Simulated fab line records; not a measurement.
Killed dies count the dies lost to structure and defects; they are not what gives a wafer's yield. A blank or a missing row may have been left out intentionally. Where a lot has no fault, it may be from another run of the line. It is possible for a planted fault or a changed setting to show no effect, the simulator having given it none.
Split-lot experiment / flow n5 finfet / on a route of 1938 steps: 7 lots, 21 wafers read

== SPLIT DETAILS ==
At N5_BEOL_M14_COAT_22 (resist thk 300 nm), the setting spin rpm was moved away from the recipe's 2888 rpm on 4 of the 21 wafers read, by -9.9% to +9.4%. The other wafers ran this setting at the recipe's value.

The reading comes from the split's own step.

== THE READING ==
coat_of_BEOL_M14_COAT_22.thk nm (the simulator's own value, which no gauge read), in nm, at N5_BEOL_M14_COAT_22 (resist thk 300 nm). The file gives no usual value for it. The 17 wafers here that ran the recipe average 299.9 nm, standard deviation 0.82 nm.

wafer=L076.1; tool, chamber at the split=litho track-05, 0; spin rpm as run, rpm=2888; against the recipe=recipe; coat_of_BEOL_M14_COAT_22.thk nm, nm=300; against lot-mates on the recipe=-
wafer=L076.5; tool, chamber at the split=litho track-05, 0; spin rpm as run, rpm=2682; against the recipe=-7.1%; coat_of_BEOL_M14_COAT_22.thk nm, nm=310.4; against lot-mates on the recipe=+10.3
wafer=L076.6; tool, chamber at the split=litho track-05, 0; spin rpm as run, rpm=2888; against the recipe=recipe; coat_of_BEOL_M14_COAT_22.thk nm, nm=300.2; against lot-mates on the recipe=-
wafer=L080.4; tool, chamber at the split=litho track-04, 0; spin rpm as run, rpm=2888; against the recipe=recipe; coat_of_BEOL_M14_COAT_22.thk nm, nm=299.4; against lot-mates on the recipe=-
wafer=L080.5; tool, chamber at the split=litho track-04, 0; spin rpm as run, rpm=2888; against the recipe=recipe; coat_of_BEOL_M14_COAT_22.thk nm, nm=300.6; against lot-mates on the recipe=-
wafer=L080.6; tool, chamber at the split=litho track-04, 0; spin rpm as run, rpm=2888; against the recipe=recipe; coat_of_BEOL_M14_COAT_22.thk nm, nm=300.2; against lot-mates on the recipe=-
wafer=L082.3; tool, chamber at the split=litho track-05, 0; spin rpm as run, rpm=2888; against the recipe=recipe; coat_of_BEOL_M14_COAT_22.thk nm, nm=300; against lot-mates on the recipe=-
wafer=L082.4; tool, chamber at the split=litho track-05, 0; spin rpm as run, rpm=2888; against the recipe=recipe; coat_of_BEOL_M14_COAT_22.thk nm, nm=299; against lot-mates on the recipe=-
wafer=L082.6; tool, chamber at the split=litho track-05, 0; spin rpm as run, rpm=2743; against the recipe=-5.0%; coat_of_BEOL_M14_COAT_22.thk nm, nm=308.4; against lot-mates on the recipe=+8.9
wafer=L083.3; tool, chamber at the split=litho track-04, 0; spin rpm as run, rpm=3160; against the recipe=+9.4%; coat_of_BEOL_M14_COAT_22.thk nm, nm=286.2; against lot-mates on the recipe=-12.4
wafer=L083.4; tool, chamber at the split=litho track-04, 0; spin rpm as run, rpm=2888; against the recipe=recipe; coat_of_BEOL_M14_COAT_22.thk nm, nm=298.4; against lot-mates on the recipe=-
wafer=L083.5; tool, chamber at the split=litho track-04, 0; spin rpm as run, rpm=2888; against the recipe=recipe; coat_of_BEOL_M14_COAT_22.thk nm, nm=298.8; against lot-mates on the recipe=-
wafer=L084.1; tool, chamber at the split=litho track-04, 0; spin rpm as run, rpm=2888; against the recipe=recipe; coat_of_BEOL_M14_COAT_22.thk nm, nm=302.2; against lot-mates on the recipe=-
wafer=L084.3; tool, chamber at the split=litho track-04, 0; spin rpm as run, rpm=2888; against the recipe=recipe; coat_of_BEOL_M14_COAT_22.thk nm, nm=299.8; against lot-mates on the recipe=-
wafer=L084.6; tool, chamber at the split=litho track-04, 0; spin rpm as run, rpm=2602; against the recipe=-9.9%; coat_of_BEOL_M14_COAT_22.thk nm, nm=316.6; against lot-mates on the recipe=+15.6
wafer=L085.1; tool, chamber at the split=litho track-04, 0; spin rpm as run, rpm=2888; against the recipe=recipe; coat_of_BEOL_M14_COAT_22.thk nm, nm=299.2; against lot-mates on the recipe=-
wafer=L085.3; tool, chamber at the split=litho track-04, 0; spin rpm as run, rpm=2888; against the recipe=recipe; coat_of_BEOL_M14_COAT_22.thk nm, nm=299.8; against lot-mates on the recipe=-
wafer=L085.6; tool, chamber at the split=litho track-04, 0; spin rpm as run, rpm=2888; against the recipe=recipe; coat_of_BEOL_M14_COAT_22.thk nm, nm=299.8; against lot-mates on the recipe=-
wafer=L096.3; tool, chamber at the split=litho track-03, 0; spin rpm as run, rpm=2888; against the recipe=recipe; coat_of_BEOL_M14_COAT_22.thk nm, nm=300; against lot-mates on the recipe=-
wafer=L096.5; tool, chamber at the split=litho track-03, 0; spin rpm as run, rpm=2888; against the recipe=recipe; coat_of_BEOL_M14_COAT_22.thk nm, nm=300.2; against lot-mates on the recipe=-
wafer=L096.6; tool, chamber at the split=litho track-03, 0; spin rpm as run, rpm=2888; against the recipe=recipe; coat_of_BEOL_M14_COAT_22.thk nm, nm=300.4; against lot-mates on the recipe=-

FIT RESULTS
A straight line over all 21 wafers: coat_of_BEOL_M14_COAT_22.thk nm changes by -1.56 nm for each +1% of spin rpm; r = -0.99; the points scatter about the line by 0.88 nm.
The same after taking each lot's own level away (the mean of its wafers on the recipe; 21 wafers): -1.47 nm for each +1%; r = -0.99; scatter 0.7 nm.
According to that fit, moving spin rpm by its largest amount changes the reading by 15 nm.
The lots' own levels span 298.60 to 301.00 nm, that is 2.9 times the standard deviation above.
Consequently the slope shifts little with the lot-to-lot level, the two slopes agreeing.
Check: +14.2 nm against its lot-mates is what the line predicts for one of the wafers moved furthest among these (-9.9%) when that wafer is left out of the fit. Against them it came out at +15.6 nm.

== OTHER SPLITS ON THESE WAFERS ==
Note: prior to the reading, these wafers also went through further splits. Each is held against what the fit with the lots' levels taken away leaves over:
other split on the same wafers=N5_BEOL_M11_VIA_ETCH_34 time s; wafers away from the commonest value=10; r with coat_of_BEOL_M14_COAT_22.thk nm (lot level and that fit taken away)=-0.25
other split on the same wafers=N5_BEOL_M11_TRENCH_ETCH_37 bias w; wafers away from the commonest value=2; r with coat_of_BEOL_M14_COAT_22.thk nm (lot level and that fit taken away)=-0.04
other split on the same wafers=N5_BEOL_M13_EXPOSE_25 dose mj; wafers away from the commonest value=4; r with coat_of_BEOL_M14_COAT_22.thk nm (lot level and that fit taken away)=+0.20

== THE FILE'S OWN FIT ==
coat_of_BEOL_M14_COAT_22.thk nm changes by -1.48 nm for each +1% of spin rpm, r = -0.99.
